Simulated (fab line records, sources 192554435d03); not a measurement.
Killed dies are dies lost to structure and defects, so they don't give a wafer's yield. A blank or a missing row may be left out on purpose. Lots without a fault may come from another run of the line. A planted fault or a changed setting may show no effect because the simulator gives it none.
fab line records | flow n5_finfet
record lots=6 wafers=16 last_day=18
route steps=1938 shown MOL_CONTACT_COAG@612 BEOL_M4@1111
lots that met no fault: from a run of the same line without faults
start_h: hours from the record's first day to the start of the lot's first wafer shown | wait_h: hours since the lot's step before | " the same as in the row above | L1.1+2: a row that stands for several wafers | - no value, or no start given | * or withheld: withheld | < > ~ a bound
route shown NAME@n: a module of which the file shows steps, and the number in the route of the first | usual: mean/standard deviation of fault-free wafers | same: alike in all rows | chamber/n: place in a boat | sites: the reading at each site | _std_site: their standard deviation | _edge_site: outer sites' mean less inner sites' | radius_mm: how far each site lies from the wafer's centre | mask NAME#n: copy n | behind: the tool/chamber that last shaped the wafer | hold: why the lot was held/for how many hours/how that ended | device: the transistor (n, p or np) that didn't switch | end of line: the same wafers' tests at the end of the route | a step without rows: its recipe alone | killed: dies lost to structure and defects at the first sort, not the wafer's yield | map: a wafer's dies, x killed, . not, _ none there
set.NAME: the setting as run; set.NAME@STEP: as run at that earlier step | model.NAME: the simulator's own value behind a step, which no gauge read
lots at some steps of the route; a table a step, a row a wafer
services: from which hour (start_h, from the record's first day; less than 0 if before it) a tool's chamber was out of use, for how many hours, and why
## steps
# step N5_MOL_CONTACT_COAG_STRIP_69
# recipe chemistry=N2/H2 temp_c=40 n2_flow_sccm=200 h2_flow_sccm=200 rf_frequency_hz=6e+07
# step N5_MOL_CONTACT_COAG_ETCHBACK_136
# recipe chemistry=CHF3 target=SiO2 target_depth_a=250 time_s=16.7 ion_energy_ev=200 pressure_mtorr=30 source_w=610 bias_w=170 Ar_flow_sccm=200 CHF3_flow_sccm=50
# usual drypump_motor_current_A=5.8/0.44 mfc_ar_sccm=199.9/0.62 oes_product_au=0.85/0.098 rf_vpp_V=519/7.1 showerhead_plenum_p_Torr=2.39/0.052 throttle_valve_pct=18.69/0.21
# columns lot.wafer tool chamber start_h wait_h drypump_motor_current_A mfc_ar_sccm oes_product_au rf_hours_counter_h rf_vpp_V showerhead_plenum_p_Torr throttle_valve_pct
L942.1 rie_diel-06 0 121.68 0.0 5.2 200.3 0.80 116 535 2.50 18.77
L942.3 " 1 " " 6.1 200.7 0.92 15 528 2.55 18.49
L942.4 " 2 " " 5.6 200.4 0.70 227 527 2.45 18.99
L946.2 rie_diel-03 1 148.89 0.0 6.0 199.4 0.88 32 515 2.35 18.76
L946.4 " 1 " " 6.0 200.0 0.89 - 515 2.35 18.77
L946.6 " 2 " " 5.3 201.0 0.91 - 517 2.43 18.71
L954.5 rie_diel-01 3 196.29 0.0 5.5 200.7 0.70 - 520 2.35 18.87
L954.6 " 0 " " 6.7 200.8 0.97 - 514 2.44 18.51
L956.5 rie_diel-01 1 205.17 0.0 6.4 199.1 0.84 - 527 2.41 18.37
L956.6 " 2 " " 5.3 199.2 0.69 - 507 2.35 19.00
L957.1 rie_diel-03 3 205.88 0.0 5.7 199.7 0.94 15 511 2.32 18.28
L957.3 " 0 " " 5.9 199.9 0.91 26 532 2.43 18.79
L957.5 " 2 " " 5.3 199.7 0.87 - 519 2.42 18.74
L962.3 rie_diel-03 2 235.39 0.0 5.3 199.5 0.84 46 518 2.42 18.75
L962.4 " 3 " " 5.7 199.8 0.93 24 511 2.32 18.28
L962.5 " 3 " " 5.7 200.2 0.93 - 511 2.32 18.29
# step N5_MOL_CONTACT_COAG_STRIP_120
# recipe chemistry=CHF3 resist=SiARC rf_frequency_hz=6e+07
# step N5_MOL_CONTACT_COAG_VIA_ETCH_117
# recipe chemistry=C4F6/O2 target_depth_a=400 overetch_a=80 mask_material=SOC target=SiO2 bias_w=455 pressure_mtorr=10 time_s=26 source_w=325 Ar_flow_sccm=300 C4F6_flow_sccm=10 O2_flow_sccm=10 ion_energy_ev=575.3 ends=end_point
# usual C4F6_flow_sccm=9.998/0.027 drypump_motor_current_A=5.8/0.44 mfc_ar_sccm=300.0/0.97 oes_product_au=0.76/0.084 rf_vpp_V=1573/21 showerhead_plenum_p_Torr=2.86/0.062 throttle_valve_pct=41.0/0.38
# columns lot.wafer tool chamber start_h wait_h C4F6_flow_sccm drypump_motor_current_A mfc_ar_sccm oes_product_au rf_hours_counter_h rf_vpp_V showerhead_plenum_p_Torr throttle_valve_pct
L942.1 rie_diel-06 0 121.72 0.0 10.044 5.1 300.1 0.73 116 1624 2.99 41.2
L942.3 " 1 " " 10.005 6.1 299.9 0.82 15 1598 3.04 41.0
L942.4 " 2 " " 10.011 5.6 298.9 0.63 227 1598 2.93 42.0
L946.2 rie_diel-03 1 148.93 0.0 9.939 6.0 299.4 0.79 32 1564 2.81 41.6
L946.4 " 1 " " 9.964 6.0 299.3 0.79 - 1565 2.81 41.6
L946.6 " 2 " " 10.039 5.3 299.6 0.83 - 1570 2.90 40.8
L954.5 rie_diel-01 3 196.33 0.0 9.952 5.5 300.4 0.62 - 1573 2.81 41.3
L954.6 " 0 " " 9.992 6.7 300.0 0.85 - 1559 2.91 40.4
L956.5 rie_diel-01 1 205.20 0.0 9.983 6.4 300.3 0.76 - 1595 2.88 40.6
L956.6 " 2 " " 9.962 5.3 300.9 0.62 - 1540 2.80 41.4
L957.1 rie_diel-03 3 205.91 0.0 9.967 5.8 300.1 0.82 15 1548 2.77 40.7
L957.3 " 0 " " 10.048 5.9 301.3 0.81 26 1604 2.89 41.0
L957.5 " 2 " " 9.998 5.3 300.0 0.79 - 1569 2.89 40.8
L962.3 rie_diel-03 2 235.42 0.0 10.027 5.3 300.4 0.78 46 1569 2.89 40.9
L962.4 " 3 " " 9.979 5.7 299.9 0.81 24 1547 2.77 40.7
L962.5 " 3 " " 10.023 5.7 300.1 0.80 - 1547 2.77 40.7
# step N5_MOL_CONTACT_COAG_ETCH_124
# recipe chemistry=CH3F/O2 target=SiNx target_depth_a=65 mask_material=SOC stop_on=SiOC over_etch_frac=0.3 ion_energy_ev=120 pressure_mtorr=30 source_w=395 bias_w=73 Ar_flow_sccm=150 CH3F_flow_sccm=30 O2_flow_sccm=20 ends=end_point
# usual drypump_motor_current_A=5.8/0.44 mfc_ar_sccm=150.0/0.45 oes_product_au=0.72/0.081 rf_vpp_V=295/4 showerhead_plenum_p_Torr=2.01/0.045 throttle_valve_pct=16.27/0.22
# columns lot.wafer tool chamber start_h wait_h drypump_motor_current_A mfc_ar_sccm oes_product_au rf_hours_counter_h rf_vpp_V showerhead_plenum_p_Torr throttle_valve_pct
L942.1 rie_diel-06 0 121.75 0.0 5.2 149.8 0.69 116 305 2.10 16.36
L942.3 " 1 " " 6.1 149.2 0.79 15 300 2.15 16.08
L942.4 " 2 " " 5.6 149.5 0.60 227 299 2.06 16.58
L946.2 rie_diel-03 1 148.96 0.0 6.0 149.9 0.75 32 292 1.97 16.30
L946.4 " 1 " " 6.0 150.1 0.75 - 293 1.97 16.31
L946.6 " 2 " " 5.4 149.9 0.79 - 294 2.04 16.24
L954.5 rie_diel-01 3 196.36 0.0 5.5 149.9 0.60 - 295 1.98 16.52
L954.6 " 0 " " 6.7 149.6 0.81 - 293 2.05 16.10
L956.5 rie_diel-01 1 205.24 0.0 6.4 149.8 0.72 - 299 2.03 15.99
L956.6 " 2 " " 5.3 150.0 0.59 - 289 1.97 16.63
L957.1 rie_diel-03 3 205.94 0.0 5.7 149.9 0.79 15 290 1.95 15.84
L957.3 " 0 " " 5.9 150.5 0.77 26 300 2.04 16.32
L957.5 " 2 " " 5.3 149.6 0.75 - 293 2.04 16.29
L962.3 rie_diel-03 2 235.45 0.0 5.3 150.6 0.74 46 294 2.03 16.31
L962.4 " 3 " " 5.7 149.8 0.77 24 290 1.95 15.87
L962.5 " 3 " " 5.7 149.7 0.78 - 289 1.95 15.86
# step N5_MOL_CONTACT_COAG_ETCH_48
# recipe chemistry=C4F6/O2 target_depth_a=150 overetch_a=45 mask_material=SOC target=SiOC bias_w=465 pressure_mtorr=10 time_s=17 source_w=335 Ar_flow_sccm=300 C4F6_flow_sccm=10 O2_flow_sccm=10 ion_energy_ev=576
# usual C4F6_flow_sccm=10.00/0.031 drypump_motor_current_A=5.8/0.44 mfc_ar_sccm=300.1/1 oes_product_au=0.72/0.084 rf_vpp_V=1575/20 showerhead_plenum_p_Torr=2.86/0.062 throttle_valve_pct=40.6/0.37
# columns lot.wafer tool chamber start_h wait_h C4F6_flow_sccm drypump_motor_current_A mfc_ar_sccm oes_product_au rf_hours_counter_h rf_vpp_V showerhead_plenum_p_Torr throttle_valve_pct
L942.1 rie_diel-06 0 121.79 0.0 10.03 5.1 300.0 0.69 116 1625 2.99 40.7
L942.3 " 1 " " 10.02 6.1 300.1 0.77 15 1599 3.04 40.6
L942.4 " 2 " " 10.00 5.6 298.7 0.62 227 1600 2.93 41.4
L946.2 rie_diel-03 1 149.00 0.0 9.95 6.0 300.8 0.74 32 1564 2.81 41.2
L946.4 " 1 " " 9.98 6.0 300.2 0.75 - 1565 2.81 41.1
L946.6 " 2 " " 9.99 5.4 298.9 0.75 - 1573 2.90 40.4
L954.5 rie_diel-01 3 196.41 0.0 9.99 5.5 299.0 0.57 - 1577 2.81 40.8
L954.6 " 0 " " 10.05 6.7 299.5 0.80 - 1562 2.91 40.0
L956.5 rie_diel-01 1 205.29 0.0 10.00 6.4 298.8 0.71 - 1598 2.88 40.2
L956.6 " 2 " " 9.98 5.3 300.7 0.57 - 1543 2.80 41.0
L957.1 rie_diel-03 3 205.98 0.0 10.03 5.8 298.6 0.77 15 1551 2.77 40.3
L957.3 " 0 " " 10.02 5.9 299.4 0.76 26 1608 2.89 40.6
L957.5 " 2 " " 10.02 5.4 301.0 0.70 - 1573 2.89 40.4
L962.3 rie_diel-03 2 235.49 0.0 10.01 5.4 298.9 0.72 46 1573 2.89 40.4
L962.4 " 3 " " 9.99 5.7 299.2 0.75 24 1550 2.77 40.3
L962.5 " 3 " " 10.02 5.8 300.3 0.76 - 1550 2.77 40.2
# step N5_MOL_CONTACT_COAG_STRIP_72
# recipe chemistry=N2/H2 power_w=450 temp_c=40 pressure_mtorr=20 rf_frequency_hz=6e+07 overash_fraction=3 bias_power_w=7 h2_frac=0.5 n2_flow_sccm=200 h2_flow_sccm=200
# usual drypump_motor_current_A=5.8/0.44 h2_flow_sccm=200.0/0.6 oes_product_au=0.85/0.099 rf_vpp_V=59.0/1.9 showerhead_plenum_p_Torr=2.55/0.059 temp_c=39.99/0.098 throttle_valve_pct=23.65/0.28
# columns lot.wafer tool chamber start_h wait_h drypump_motor_current_A h2_flow_sccm oes_product_au rf_hours_counter_h rf_vpp_V showerhead_plenum_p_Torr temp_c throttle_valve_pct
L942.1 rie_diel-06 0 121.84 0.0 5.2 200.3 0.80 116 58.9 2.67 40.03 23.82
L942.3 " 1 " " 6.0 199.8 0.93 15 60.3 2.71 39.93 23.24
L942.4 " 2 " " 5.6 200.6 0.70 227 60.7 2.62 39.78 24.22
L946.2 rie_diel-03 1 149.05 0.0 6.0 200.0 0.90 32 55.9 2.48 39.99 23.65
L946.4 " 1 " " 6.0 199.9 0.89 - 59.0 2.48 40.13 23.63
L946.6 " 2 " " 5.3 199.7 0.92 - 63.1 2.60 40.05 23.62
L954.5 rie_diel-01 3 196.47 0.0 5.4 199.7 0.70 - 58.2 2.51 40.13 24.03
L954.6 " 0 " " 6.7 200.1 0.96 - 59.0 2.62 39.96 23.33
L956.5 rie_diel-01 1 205.34 0.0 6.4 199.5 0.84 - 59.7 2.56 39.98 23.07
L956.6 " 2 " " 5.3 199.3 0.69 - 56.7 2.50 40.11 23.89
L957.1 rie_diel-03 3 206.03 0.0 5.7 200.8 0.93 15 55.7 2.48 39.93 23.48
L957.3 " 0 " " 5.9 199.9 0.91 26 65.2 2.58 40.01 23.79
L957.5 " 2 " " 5.3 199.0 0.87 - 62.6 2.59 40.00 23.70
L962.3 rie_diel-03 2 235.55 0.0 5.3 200.1 0.86 46 58.1 2.59 40.09 23.68
L962.4 " 3 " " 5.8 200.5 0.91 24 60.3 2.48 39.94 23.50
L962.5 " 3 " " 5.7 200.4 0.89 - 60.3 2.48 40.03 23.51
# step N5_MOL_CONTACT_COAG_STRIP_49
# recipe chemistry=N2/H2 time_s=30 power_w=1000 temp_c=250 pressure_mtorr=withheld n2_flow_sccm=1750 h2_flow_sccm=3250
# step N5_MOL_CONTACT_COAG_PRECLEAN_138
# recipe chemistry=alkaline_clean temp_c=60 time_s=60 do_ppb=50
# step N5_MOL_CONTACT_COAG_SRD_139
# recipe dry=ipa_marangoni time_s=30 temp_c=23 rinse_liquid=diw
# step N5_MOL_CONTACT_COAG_CD_MEAS_101
# recipe target_cd_nm=16
# usual cd_nm=16.0/0.31
# columns lot.wafer tool chamber start_h wait_h cd_nm
L942.1 cd_sem-03 - 122.07 0.0 16.1
L942.3 " - " " 16.3
L942.4 " - " " 15.9
L946.2 cd_sem-02 - 149.28 0.0 16.5
L946.4 " - " " 16.1
L946.6 " - " " 16.1
L954.5 cd_sem-01 - 196.67 0.0 16.4
L954.6 " - " " 16.2
L956.5 cd_sem-02 - 205.55 0.0 15.5
L956.6 " - " " 15.5
L957.1 cd_sem-01 - 206.27 0.0 16.3
L957.3 " - " " 15.8
L957.5 " - " " 15.7
L962.3 cd_sem-03 - 235.78 0.0 15.8
L962.4 " - " " 16.4
L962.5 " - " " 16.1
# step N5_MOL_CONTACT_COAG_PRE_CLEAN_121
# recipe gas=H2/He time_s=* temp_c=withheld
# step N5_MOL_CONTACT_COAG_CVD_140
# recipe material=W target_thk_a=665 mode=selective_fill temp_c=300 time_s=215
# usual heater_power_w=481/55 run_length_s=286.1/0.53 susceptor_temp_C=299.97/0.19
# columns lot.wafer tool chamber start_h wait_h heater_power_w run_length_s susceptor_temp_C
L942.1 cvd_w-02 0 122.20 0.1 467 285.1 299.88
L942.3 " 0 " " 472 285.9 299.92
L942.4 " 1 " " 415 286.1 300.09
L946.2 cvd_w-01 1 149.41 0.1 446 286.1 299.83
L946.4 " 0 " " 581 286.4 300.03
L946.6 " 1 " " 462 286.0 300.01
L954.5 cvd_w-01 0 196.95 0.2 570 139.0 -
L954.6 " 1 " " 467 286.5 300.27
L956.5 cvd_w-01 0 205.83 0.2 560 139.4 -
L956.6 " 1 " " 458 286.1 299.61
L957.1 cvd_w-02 1 206.40 0.1 427 286.0 299.74
L957.3 " 0 " " 473 285.5 300.14
L957.5 " 0 " " 475 285.1 300.27
L962.3 cvd_w-02 1 235.99 0.1 427 286.7 299.80
L962.4 " 0 " " 481 285.3 299.75
L962.5 " 1 " " 414 286.6 299.59
# step N5_MOL_CONTACT_COAG_PRECLEAN_127
# recipe chemistry=DIW time_s=57.5 temp_c=23
# step N5_BEOL_M4_RC_MEAS_101
# usual DIBL_N=36.0/1.7 DIBL_P=36.0/2 IOFF_N=0.156/0.028 IOFF_P=0.21/0.04 ION_N=673/12 ION_P=463/8.3 SS_N=71.4/0.6 SS_P=73.3/0.66 VT_N=250/3 VT_P=-250/3.8
# columns lot.wafer tool chamber start_h wait_h DIBL_N[mV/V] DIBL_P[mV/V] IOFF_N[nA/um] IOFF_P[nA/um] ION_N[uA/um] ION_P[uA/um] SS_N[mV/dec] SS_P[mV/dec] VT_N[mV] VT_P[mV]
L942.1 prober-02 0 179.40 0.3 35.9 35.2 0.134 0.17 681 460 71.6 73.2 256 -254
L942.3 " 0 " " 35.1 34.5 0.127 0.17 660 450 71.4 72.9 254 -255
L942.4 " 0 " " 37.7 37.4 0.168 0.19 671 462 71.4 73.2 253 -254
L946.2 prober-01 0 209.64 0.2 35.6 34.4 0.140 0.19 680 467 72.3 72.9 249 -255
L946.4 " 0 " " 36.7 35.7 0.151 0.20 672 460 71.5 73.1 252 -249
L946.6 " 0 " " 38.4 37.1 0.189 0.22 681 459 72.7 73.4 249 -253
L954.5 prober-02 0 254.64 0.6 34.3 34.9 0.139 0.17 663 460 71.5 73.0 253 -254
L954.6 " 0 " " 35.4 35.7 0.154 0.18 677 458 72.2 73.6 248 -253
L956.5 prober-02 0 274.77 0.6 38.2 37.5 0.184 0.24 700 476 72.0 73.9 248 -245
L956.6 " 0 " " 38.3 37.1 0.164 0.23 673 463 72.0 73.0 250 -249
L957.1 prober-01 0 275.71 0.0 35.7 36.7 0.141 0.18 662 453 72.3 73.5 254 -254
L957.3 " 0 " " 35.4 36.5 0.145 0.18 663 449 71.9 73.8 252 -253
L957.5 " 0 " " 37.9 38.8 0.180 0.21 670 445 72.7 74.4 251 -254
L962.3 prober-02 0 312.89 0.3 37.0 38.0 0.186 0.23 682 463 71.3 73.9 247 -249
L962.4 " 0 " " 38.8 40.0 0.218 0.26 711 480 72.0 74.3 244 -247
L962.5 " 0 " " 36.3 37.7 0.167 0.21 698 474 71.3 73.4 250 -252
## services
# columns tool chamber start_h hours kind
rie_diel-03 2 98.71 - clean
rie_diel-03 2 98.71 - consumable_replace:focus_ring
rie_diel-03 2 98.71 21.3 scheduled_down
rie_diel-03 2 98.71 21.3 vent_cycle
rie_diel-03 - 111.30 2.4 repair
rie_diel-03 0 120.24 - clean
rie_diel-03 0 120.24 - consumable_replace:focus_ring
rie_diel-03 0 120.24 20.2 scheduled_down
rie_diel-03 0 120.24 20.2 vent_cycle
rie_diel-06 1 132.23 6.0 repair
rie_diel-06 0 133.63 5.5 repair
rie_diel-06 - 139.31 0.5 repair
rie_diel-03 3 140.46 - clean
rie_diel-03 3 140.46 - consumable_replace:focus_ring
rie_diel-03 3 140.46 22.1 scheduled_down
rie_diel-03 3 140.46 22.1 vent_cycle
rie_diel-06 3 155.87 5.8 repair
rie_diel-01 0 167.59 - clean
rie_diel-01 0 167.59 - consumable_replace:focus_ring
rie_diel-01 0 167.59 20.5 scheduled_down
rie_diel-01 0 167.59 20.5 vent_cycle
rie_diel-01 2 210.24 - clean
rie_diel-01 2 210.24 - consumable_replace:focus_ring
rie_diel-03 - 221.21 0.3 repair
## key
first_sign step=N5_MOL_CONTACT_COAG_CVD_140 reading=run_length_s direction=down sigmas=99+ usual=* struck=*
effect none on later readings
met_at N5_MOL_CONTACT_COAG_CVD_140
struck_wafers L954.5,L956.5
sort_left_out L954.5,L956.5
onset_between 149.41 196.95
fault kind=process_parameter_drift tool=cvd_w-01 chamber=- onset_h=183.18 steps=N5_MOL_CONTACT_COAG_CVD_140 channel=time_s offset=* shape=step end_h=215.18 scope=struck_wafers_only acts_in=* stated=*
# sort_left_out: the simulated sort isn't trusted on such a fault, so these wafers' sort isn't shown, and their yield isn't known
